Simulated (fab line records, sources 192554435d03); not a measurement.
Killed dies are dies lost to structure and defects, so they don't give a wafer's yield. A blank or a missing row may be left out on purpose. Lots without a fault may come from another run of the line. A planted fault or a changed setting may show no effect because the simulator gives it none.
Which tool did it? | flow n5_finfet | 11 lots, 33 wafers sampled, at 3 steps of a route of 1938

WHAT THE GAUGES READ, wafer by wafer
N5_PASSIVATION_CD_MEAS_44: target cd 40000 nm. Usual: cd_nm 39999 nm, standard deviation 3.5.
lot  | measured     | on        | cd_nm (nm)        | flag
L286 | day 12 10:19 | cd_sem-03 | 39995 39997 39996 |
L288 | day 12 11:48 | cd_sem-02 | 40000 40000 39998 |
L290 | day 13 02:53 | cd_sem-01 | 39995 39996 40001 |
L291 | day 13 10:22 | cd_sem-01 | 40000 40002 40002 |
L292 | day 13 10:02 | cd_sem-03 | 39995 39994 39995 |
L296 | day 15 06:58 | cd_sem-01 | 39997 39999 39997 |
L298 | day 15 09:44 | cd_sem-02 | 39992 39991 39995 |
L299 | day 15 05:58 | cd_sem-03 | 40001 40000 39995 |
L301 | day 16 04:53 | cd_sem-01 | 39997 40003 40000 |
L303 | day 16 15:35 | cd_sem-03 | 39999 39999 40005 |
L304 | day 17 04:50 | cd_sem-02 | 39998 40001 40005 |

WHICH TOOL RAN EACH LOT (tool, then ch and the chambers of the sampled wafers, then the start)
lot  | N5_HKMG_FIN_ALD_71                 | N5_PASSIVATION_PASS_ETCH_74
L286 | ald_metal-03 ch 0,1, day 4 10:20   | rie_diel-06 ch 0,1, day 12 06:40
L288 | ald_metal-03 ch 0,2,3, day 4 21:08 | rie_diel-06 ch 0,1,3, day 12 07:50
L290 | ald_metal-03 ch 1,2, day 5 04:27   | rie_diel-02 ch 0,1,2, day 12 22:24
L291 | ald_metal-01 ch 0,1,2, day 5 12:34 | rie_diel-02 ch 0,1,3, day 13 06:58
L292 | ald_metal-01 ch 0,2,3, day 5 23:16 | rie_diel-06 ch 0,2,3, day 13 04:07
L296 | ald_metal-04 ch 1,2, day 6 21:50   | rie_diel-05 ch 1,2,3, day 15 03:18
L298 | ald_metal-01 ch 0,1,2, day 7 09:20 | rie_diel-05 ch 0,2, day 15 06:41
L299 | ald_metal-01 ch 2,3, day 7 11:28   | rie_diel-05 ch 1,2,3, day 15 02:17
L301 | ald_metal-01 ch 1,2,3, day 8 09:13 | rie_diel-05 ch 0,1,2, day 16 00:02
L303 | ald_metal-04 ch 2,3, day 8 10:53   | rie_diel-02 ch 0,3, day 16 10:39
L304 | ald_metal-03 ch 1,2,3, day 8 17:32 | rie_diel-02 ch 1,2,3, day 17 01:37
- N5_HKMG_FIN_ALD_71: deposits TiN, target thk 1 nm, pulse time 1 s, purge time 3 s.
- N5_PASSIVATION_PASS_ETCH_74: etches SiNx in CF4/O2, target depth 220 nm, time 110 s.

WHAT THE TOOLS THEMSELVES READ (means of the sampled wafers that have a number; where no wafer has one, the mark that the record gives instead)
N5_HKMG_FIN_ALD_71. Usual: heater_power_w 898 W, standard deviation 68; precursor_pulse_height_rel 1.000, standard deviation 0.018.
lot  | tool         | heater_power_w (W) | precursor_pulse_height_rel | flag
L286 | ald_metal-03 | 925                | 1.008                      |
L288 | ald_metal-03 | 880                | 0.985                      |
L290 | ald_metal-03 | 907                | 0.980                      |
L291 | ald_metal-01 | 872                | 0.987                      |
L292 | ald_metal-01 | 844                | 0.988                      |
L296 | ald_metal-04 | 953                | 1.023                      |
L298 | ald_metal-01 | 852                | 1.000                      |
L299 | ald_metal-01 | 823                | 0.974                      |
L301 | ald_metal-01 | 854                | 1.020                      |
L303 | ald_metal-04 | 992                | 0.997                      |
L304 | ald_metal-03 | 920                | 1.005                      |

N5_PASSIVATION_PASS_ETCH_74. Usual: drypump_motor_current_A 5.7 A, standard deviation 0.41; oes_product_au 0.81 a.u., standard deviation 0.093; rf_vpp_V 238 V, standard deviation 4.9; showerhead_plenum_p_Torr 2.21 Torr, standard deviation 0.07; throttle_valve_pct 15.98 %, standard deviation 0.18.
lot  | tool        | drypump_motor_current_A (A) | oes_product_au (a.u.) | rf_vpp_V (V) | showerhead_plenum_p_Torr (Torr) | throttle_valve_pct (%) | flag
L286 | rie_diel-06 | 5.5                         | 0.75                  | 237          | 2.12                            | 16.03                  |
L288 | rie_diel-06 | 5.5                         | 0.83                  | 241          | 2.20                            | 15.98                  |
L290 | rie_diel-02 | 6.0                         | 0.83                  | 237          | 2.25                            | 16.02                  |
L291 | rie_diel-02 | 5.8                         | 0.80                  | 232          | 2.24                            | 16.06                  |
L292 | rie_diel-06 | 5.5                         | 0.77                  | 239          | 2.21                            | 16.17                  |
L296 | rie_diel-05 | 5.7                         | 0.81                  | 238          | 2.21                            | 15.88                  |
L298 | rie_diel-05 | 5.4                         | 0.80                  | 241          | 2.16                            | 16.02                  |
L299 | rie_diel-05 | 5.7                         | 0.81                  | 237          | 2.21                            | 15.88                  |
L301 | rie_diel-05 | 5.5                         | 0.79                  | 240          | 2.21                            | 15.96                  |
L303 | rie_diel-02 | 6.2                         | 0.82                  | 233          | 2.23                            | 15.97                  |
L304 | rie_diel-02 | 5.7                         | 0.78                  | 235          | 2.24                            | 16.09                  |

THE ANSWER, worked out from the rows above alone
Rule: a lot is off if the mean of its wafers that have a number lies more than 3 standard deviations from the usual mean. A lot without any number at a reading at which 4 lots or more have one is off too. The other lots that the step has rows for count as sound. The gauges are gone through in route order, then the tools' own readings, and for those a lot's mean is taken as printed above. The first step at which some lot is off is used, and at that step the reading that is off furthest; a lot without a number counts as furthest.
No lot is off at any reading shown: from this, nothing can be told.

WHAT THE SIMULATOR HAD PUT IN
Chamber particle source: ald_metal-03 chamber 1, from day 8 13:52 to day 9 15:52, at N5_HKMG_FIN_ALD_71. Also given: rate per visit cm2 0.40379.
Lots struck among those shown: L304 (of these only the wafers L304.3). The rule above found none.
